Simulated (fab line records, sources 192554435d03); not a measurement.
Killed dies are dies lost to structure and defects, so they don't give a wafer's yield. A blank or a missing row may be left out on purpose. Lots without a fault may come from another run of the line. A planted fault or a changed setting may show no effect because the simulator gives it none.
Split-lot experiment | flow n5_finfet | 7 lots, 21 wafers read, on a route of 1938 steps

THE SPLIT
At N5_MIM_BOT_SPUTTER_00 (material TiN, target thk 35 nm, time 89.7 s), the setting power_w was moved away from the recipe's 3000 W on 8 of the 21 wafers read, by -17.0% to +12.1%. The other wafers ran this setting at the recipe's value.

The reading is taken at the split's own step.

THE READING
TiN_of_MIM_BOT_SPUTTER_00.thk_nm (the simulator's own value, which no gauge read), in nm, at N5_MIM_BOT_SPUTTER_00 (material TiN, target thk 35 nm, time 89.7 s). The file gives no usual value for it. The 13 wafers here that ran the recipe average 34.8 nm, standard deviation 0.38 nm.

wafer  | tool, chamber at the split | power_w as run, W | against the recipe | TiN_of_MIM_BOT_SPUTTER_00.thk_nm, nm | against lot-mates on the recipe
L074.1 | pvd_sputter-03, -          | 3000              | recipe             | 34                                   | -
L074.2 | pvd_sputter-03, -          | 3000              | recipe             | 34.8                                 | -
L074.5 | pvd_sputter-03, -          | 3000              | recipe             | 34.8                                 | -
L078.1 | pvd_sputter-03, -          | 3000              | recipe             | 35.2                                 | -
L078.6 | pvd_sputter-03, -          | 3000              | recipe             | 35.2                                 | -
L078.3 | pvd_sputter-03, -          | 3363              | +12.1%             | 38.4                                 | +3.2
L080.1 | pvd_sputter-02, -          | 3000              | recipe             | 35                                   | -
L080.4 | pvd_sputter-02, -          | 3000              | recipe             | 35.2                                 | -
L080.5 | pvd_sputter-02, -          | 3000              | recipe             | 35.4                                 | -
L083.3 | pvd_sputter-02, -          | 3000              | recipe             | 34.8                                 | -
L083.5 | pvd_sputter-02, -          | 3143              | +4.8%              | 37                                   | +2.2
L083.6 | pvd_sputter-02, -          | 3143              | +4.8%              | 36.4                                 | +1.6
L085.1 | pvd_sputter-01, -          | 2490              | -17.0%             | 28.8                                 | no lot-mate on the recipe
L085.5 | pvd_sputter-01, -          | 2490              | -17.0%             | 30                                   | no lot-mate on the recipe
L085.6 | pvd_sputter-01, -          | 2490              | -17.0%             | 29.2                                 | no lot-mate on the recipe
L088.2 | pvd_sputter-02, -          | 3000              | recipe             | 34.8                                 | -
L088.6 | pvd_sputter-02, -          | 3000              | recipe             | 34.8                                 | -
L088.5 | pvd_sputter-02, -          | 3000              | recipe             | 34.2                                 | -
L097.1 | pvd_sputter-03, -          | 3000              | recipe             | 34.6                                 | -
L097.2 | pvd_sputter-03, -          | 3272              | +9.1%              | 37                                   | +2.4
L097.6 | pvd_sputter-03, -          | 3272              | +9.1%              | 37.6                                 | +3.0

THE FIT
A straight line over all 21 wafers: TiN_of_MIM_BOT_SPUTTER_00.thk_nm changes by +0.315 nm for each +1% of power_w; r = +0.99; the points scatter about the line by 0.44 nm.
The same after taking each lot's own level away (the mean of its wafers on the recipe; 18 wafers): +0.292 nm for each +1%; r = +0.96; scatter 0.33 nm.
On that fit, the largest move of power_w shifts the reading by 5 nm.
The lots' own levels span 34.53 to 35.20 nm, that is 1.7 times the standard deviation above.
So the lot-to-lot level changes the slope little: the two slopes agree.
Check: with one of the wafers moved furthest among these (+12.1%) left out of the fit, the line predicts +3.85 nm for it against its lot-mates. It came out at +3.2 nm against them.

OTHER SPLITS ON THESE WAFERS
These wafers also went through other splits before the reading. Each is held against what the fit with the lots' levels taken away leaves over:
other split on the same wafers | wafers away from the commonest value | r with TiN_of_MIM_BOT_SPUTTER_00.thk_nm (lot level and that fit taken away)
N5_BEOL_M14_PEB_26 peb_temp_c  | 7                                    | +0.10
N5_BEOL_M14_SPUTTER_44 time_s  | 6                                    | -0.03
N5_BEOL_M15_ILD_DEP_00 time_s  | 7                                    | -0.34

THE FILE'S OWN FIT
TiN_of_MIM_BOT_SPUTTER_00.thk_nm changes by +0.287 nm for each +1% of power_w, r = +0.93.
